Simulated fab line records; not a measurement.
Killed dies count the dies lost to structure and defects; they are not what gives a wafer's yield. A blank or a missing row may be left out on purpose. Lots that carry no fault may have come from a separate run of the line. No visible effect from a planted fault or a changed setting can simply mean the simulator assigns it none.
The tool behind it: which one? -- flow n5Finfet -- Sampling: 9 lots, 27 wafers, 5 of 1938 route steps

## WHAT THE GAUGES READ, wafer by wafer
N5_BEOL_M4_RC_MEAS_101. Usual: DIBL_N 36.1 mV/V, standard deviation 1.3; DIBL_P 36.3 mV/V, standard deviation 1.4; IOFF_N 0.162 nA/um, standard deviation 0.024; IOFF_N_85C 3.2 nA/um, standard deviation 0.39; IOFF_N_LIN 0.075 nA/um, standard deviation 0.0092; IOFF_N_LONG 5.73e-05 nA/um, standard deviation 2.5e-06; IOFF_P 0.22 nA/um, standard deviation 0.033; ION_N 674 uA/um, standard deviation 9.9; ION_P 464 uA/um, standard deviation 7.6; SS_N 71.6 mV/dec, standard deviation 0.53; SS_P 73.4 mV/dec, standard deviation 0.55; VT_N 249.4 mV, standard deviation 2.9; VT_N_LONG 273.9 mV, standard deviation 1.8; VT_N_LVT 98.1 mV, standard deviation 2.7; VT_P -249 mV, standard deviation 3.3.
lot,measured,on,DIBL_N (mV/V),DIBL_P (mV/V),IOFF_N (nA/um),IOFF_N_85C (nA/um),IOFF_N_LIN (nA/um),IOFF_N_LONG (nA/um),IOFF_P (nA/um),ION_N (uA/um),ION_P (uA/um),SS_N (mV/dec),SS_P (mV/dec),VT_N (mV),VT_N_LONG (mV),VT_N_LVT (mV),VT_P (mV),flag
L260,day 10 02:08,prober-01,34.5 35.7 36.3,33.5 34.1 35.7,0.134 0.153 0.169,2.7 3.0 3.2,0.065 0.070 0.079,5.6e-05 5.7e-05 5.65e-05,0.20 0.20 0.23,664 668 689,462 464 473,71.1 71.3 72.2,73.3 72.7 73.8,250.1 248.3 248.7,275.9 274.8 273.9,98.9 97.4 94.3,-252 -248 -247,
L262,day 10 03:59,prober-02,34.6 34.7 33.7,35.5 35.4 34.0,0.152 0.153 0.144,3.0 3.1 2.9,0.072 0.074 0.069,5.96e-05 6.03e-05 5.97e-05,0.19 0.19 0.17,675 681 670,457 459 453,71.7 71.3 70.4,73.3 72.9 72.7,250.7 248.7 249.0,274.1 274.7 271.8,96.9 95.3 97.1,-251 -253 -251,
L263,day 10 09:19,prober-02,36.2 36.2 37.2,36.2 36.2 36.9,0.166 0.165 0.177,3.2 3.2 3.4,0.076 0.076 0.080,5.75e-05 5.91e-05 5.77e-05,0.23 0.22 0.23,671 677 674,459 466 461,72.4 71.5 72.1,73.4 72.8 73.6,247.3 249.8 249.9,274.5 272.0 275.5,98.3 98.0 96.6,-250 -250 -247,
L265,day 11 04:33,prober-01,36.6 35.9 36.6,37.9 36.8 37.4,0.189 0.378 0.191,3.5 6.4 3.5,0.086 0.174 0.086,5.81e-05 0.0001064 5.82e-05,0.28 0.21 0.28,685 736 695,477 464 486,71.0 71.6 71.3,74.2 73.8 73.7,245.0 226.1 247.2,273.0 251.0 272.6,95.6 75.9 96.8,-242 -250 -245,OFF
L266,day 11 02:43,prober-02,36.8 36.3 35.5,37.4 36.5 35.1,0.171 0.336 0.145,3.3 5.7 2.8,0.078 0.156 0.067,6e-05 0.0001067 6e-05,0.27 0.20 0.22,670 712 664,469 458 464,71.9 72.0 72.1,73.5 72.5 72.8,248.2 229.4 250.7,272.5 252.9 273.6,98.2 78.1 101.8,-243 -253 -249,OFF
L267,day 11 15:52,prober-02,36.3 35.5 35.6,37.9 36.5 36.2,0.187 0.342 0.168,3.6 5.9 3.2,0.083 0.151 0.075,5.69e-05 9.97e-05 5.61e-05,0.27 0.19 0.23,687 712 673,469 451 464,71.6 72.0 71.6,74.0 73.5 73.6,245.8 229.4 251.1,276.9 254.4 275.1,98.1 79.6 100.3,-246 -253 -246,OFF
L273,day 13 13:46,prober-02,35.8 33.6 36.4,34.9 32.3 36.6,0.142 0.111 0.154,2.8 2.3 3.0,0.069 0.056 0.074,5.86e-05 5.88e-05 5.89e-05,0.22 0.18 0.24,675 654 683,465 461 470,71.0 71.4 71.3,72.7 72.7 73.4,249.5 252.1 250.5,272.3 274.6 273.9,97.4 102.0 96.7,-246 -250 -246,
L274,day 13 06:13,prober-01,33.7 32.9 33.2,36.0 35.3 35.2,0.133 0.117 0.121,2.7 2.4 2.5,0.065 0.058 0.059,5.16e-05 5.18e-05 5.14e-05,0.19 0.17 0.18,681 660 669,464 455 458,70.8 70.8 71.6,73.6 73.8 72.5,254.7 253.4 255.0,278.0 278.4 275.3,102.9 105.9 105.0,-249 -253 -252,
L275,day 13 09:01,prober-01,36.1 33.7 37.4,37.0 33.6 37.4,0.164 0.123 0.182,3.2 2.5 3.5,0.074 0.060 0.081,5.77e-05 5.65e-05 5.74e-05,0.22 0.18 0.22,672 669 674,464 464 459,70.8 70.5 72.0,73.1 72.3 73.4,251.3 252.1 246.8,275.4 274.9 274.6,96.8 100.4 95.7,-248 -251 -249,

## WHICH TOOL RAN EACH LOT (tool, then ch and the chambers of the sampled wafers, then the start)
lot,N5_HKMG_FIN_STRIP_92,N5_HKMG_FIN_STRIP_19,N5_HKMG_FIN_ALD_91,N5_HKMG_FIN_NWFM_ALD_20
L260,"rieDiel-05 ch 0,1,3, day 6 03:00","plasmaAsher-01 ch 0,1, day 6 03:08","aldMetal-02 ch 1,2,3, day 6 03:32","aldMetal-04 ch 0,2,3, day 6 04:32"
L262,"rieDiel-02 ch 0,1,2, day 6 15:51","plasmaAsher-01 ch 0,1, day 6 16:02","aldMetal-02 ch 0,3, day 6 16:25","aldMetal-04 ch 0,3, day 6 17:41"
L263,"rieDiel-05 ch 0,2, day 7 03:23","plasmaAsher-02 ch 0,1, day 7 03:32","aldMetal-02 ch 1,2,3, day 7 03:55","aldMetal-02 ch 1,2,3, day 7 04:55"
L265,"rieDiel-05 ch 0,3, day 7 14:20","plasmaAsher-01 ch 0,1, day 7 14:29","aldMetal-02 ch 2,3, day 7 14:53","aldMetal-01 ch 1,2,3, day 7 15:57"
L266,"rieDiel-06 ch 0,2,3, day 7 23:35","plasmaAsher-01 ch 0,1, day 7 23:57","aldMetal-02 ch 0,2,3, day 8 00:13","aldMetal-01 ch 0,2,3, day 8 01:11"
L267,"rieDiel-02 ch 0,3, day 8 01:16","plasmaAsher-02 ch 0,1, day 8 01:25","aldMetal-02 ch 0,2,3, day 8 01:48","aldMetal-02 ch 2,3, day 8 02:47"
L273,"rieDiel-06 ch 0,1,2, day 9 12:01","plasmaAsher-02 ch 0,1, day 9 12:16","aldMetal-04 ch 0,1,3, day 9 12:39","aldMetal-04 ch 0,1,3, day 9 13:43"
L274,"rieDiel-06 ch 0,2, day 9 17:35","plasmaAsher-01 ch 0, day 9 17:44","aldMetal-04 ch 1,3, day 9 18:07","aldMetal-02 ch 0,2, day 9 19:05"
L275,"rieDiel-06 ch 0,1,2, day 10 01:14","plasmaAsher-02 ch 0,1, day 10 01:30","aldMetal-04 ch 0,3, day 10 01:46","aldMetal-04 ch 0,1,2, day 10 02:44"
- N5_HKMG_FIN_STRIP_92: strips SOC in N2/H2, time 20 s.
- N5_HKMG_FIN_STRIP_19: strips in N2/H2, time 360 s.
- N5_HKMG_FIN_ALD_91: deposits TiN, target thk 1 nm, pulse time 1 s, purge time 3 s.
- N5_HKMG_FIN_NWFM_ALD_20: deposits TiAlC, target thk 2 nm, pulse time 3 s, purge time 2 s.

## AS READ BY THE TOOLS THEMSELVES (means over the sampled wafers that have a number; for cases with no such wafer, the mark the record gives instead)
N5_HKMG_FIN_STRIP_92. Usual: drypumpMotorCurrentA 5.8 A (standard deviation 0.37); h2FlowSccm 300.1 sccm (standard deviation 0.91); oesProductAu 0.79 a.u. (standard deviation 0.11); powerW 499.9 W (standard deviation 1.4); rfVppV 54.3 V (standard deviation 0.86); showerheadPlenumPTorr 3.40 Torr (standard deviation 0.13); throttleValvePct 19.08 % (standard deviation 0.26).
lot,tool,drypumpMotorCurrentA (A),h2FlowSccm (sccm),oesProductAu (a.u.),powerW (W),rfVppV (V),showerheadPlenumPTorr (Torr),throttleValvePct (%),flag
L260,rieDiel-05,5.6,300.2,0.74,499.7,54.5,3.39,19.40,
L262,rieDiel-02,5.8,300.5,0.73,502.2,53.3,3.30,19.21,
L263,rieDiel-05,5.9,299.4,0.76,499.4,54.2,3.49,19.18,
L265,rieDiel-05,5.8,299.1,0.89,499.2,54.2,3.47,19.23,
L266,rieDiel-06,5.9,300.8,0.77,499.4,54.4,3.35,19.07,
L267,rieDiel-02,6.3,299.8,0.89,499.7,54.2,3.38,19.10,
L273,rieDiel-06,5.7,299.5,0.86,501.3,54.6,3.54,18.84,
L274,rieDiel-06,5.9,299.4,0.93,500.0,54.0,3.57,18.77,
L275,rieDiel-06,5.7,300.1,0.85,500.1,53.7,3.53,18.86,

N5_HKMG_FIN_STRIP_19. Usual: drypumpMotorCurrentA 5.6 A, standard deviation 0.44; h2FlowSccm 3249 sccm, standard deviation 11; heaterPowerW 440 W, standard deviation 56.
lot,tool,drypumpMotorCurrentA (A),h2FlowSccm (sccm),heaterPowerW (W),flag
L260,plasmaAsher-01,5.4,3253,409,
L262,plasmaAsher-01,5.8,3244,402,
L263,plasmaAsher-02,5.5,3252,511,
L265,plasmaAsher-01,5.8,3246,397,
L266,plasmaAsher-01,5.4,3248,407,
L267,plasmaAsher-02,5.5,3246,501,
L273,plasmaAsher-02,5.7,3246,459,
L274,plasmaAsher-01,5.1,3242,406,
L275,plasmaAsher-02,5.7,3248,455,

N5_HKMG_FIN_ALD_91. Usual: heaterPowerW 902 W, standard deviation 130; precursorPulseHeightRel 1.000, standard deviation 0.021; susceptorTempC 400.03 C, standard deviation 0.21.
lot,tool,heaterPowerW (W),precursorPulseHeightRel,susceptorTempC (C),flag
L260,aldMetal-02,1019,0.996,400.03,
L262,aldMetal-02,917,1.002,400.07,
L263,aldMetal-02,1029,1.016,399.89,
L265,aldMetal-02,975,0.990,385.77,OFF
L266,aldMetal-02,914,1.013,385.54,OFF
L267,aldMetal-02,902,1.005,385.64,OFF
L273,aldMetal-04,793,1.018,400.04,
L274,aldMetal-04,837,0.999,399.94,
L275,aldMetal-04,778,0.985,400.05,

N5_HKMG_FIN_NWFM_ALD_20. Usual: heaterPowerW 512 W, standard deviation 66; precursorPulseHeightRel 1.004, standard deviation 0.021; susceptorTempC 300.02 C, standard deviation 0.19.
lot,tool,heaterPowerW (W),precursorPulseHeightRel,susceptorTempC (C),flag
L260,aldMetal-04,457,1.006,299.93,
L262,aldMetal-04,465,0.997,299.96,
L263,aldMetal-02,572,1.015,300.13,
L265,aldMetal-01,562,0.988,300.08,
L266,aldMetal-01,521,1.013,299.96,
L267,aldMetal-02,609,1.014,300.16,
L273,aldMetal-04,429,1.001,300.00,
L274,aldMetal-02,548,1.003,300.23,
L275,aldMetal-04,426,1.015,299.88,

## THE ANSWER, worked out from the rows above alone
Rule: a lot counts as off when the mean over its wafers that have a number is more than 3 standard deviations away from the usual mean. Also off: a lot with no number at a reading for which 4 or more lots have one. Any other lot the step has rows for is counted as sound. After the gauges, taken in route order, come the tools' own readings; for these a lot's mean is taken, as printed above. At the first step where some lot is off, the reading lying furthest off is the one used; lots without a number count as furthest.
Off: L265, L266, L267, at N5_BEOL_M4_RC_MEAS_101 (IOFF_N_LONG).
If a tool, at a process step before that reading, ran all the lots that are off and no sound lot after the first of them, it fits. Not tried: the gauges at N5_BEOL_M4_RC_MEAS_101; whatever is off there is also off at N5_HKMG_FIN_ALD_91, on other tools, and gauge error can't account for it. One fits: N5_HKMG_FIN_ALD_91 on aldMetal-02. Its last sound lot is L263 (day 7 03:55), its first lot that is off L265 (day 7 14:53): a fault that began between those two fits.
The tool's own readings at N5_HKMG_FIN_ALD_91 bear it out: on the lots that are off they differ by more than 5 times the standard deviation of the sound lots' means. susceptorTempC reads 385.65 C there against 400.00 C on the sound lots.

## WHAT WAS PUT IN BY THE SIMULATOR
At N5_HKMG_FIN_ALD_91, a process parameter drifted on aldMetal-02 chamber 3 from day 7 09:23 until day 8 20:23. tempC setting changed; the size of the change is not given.
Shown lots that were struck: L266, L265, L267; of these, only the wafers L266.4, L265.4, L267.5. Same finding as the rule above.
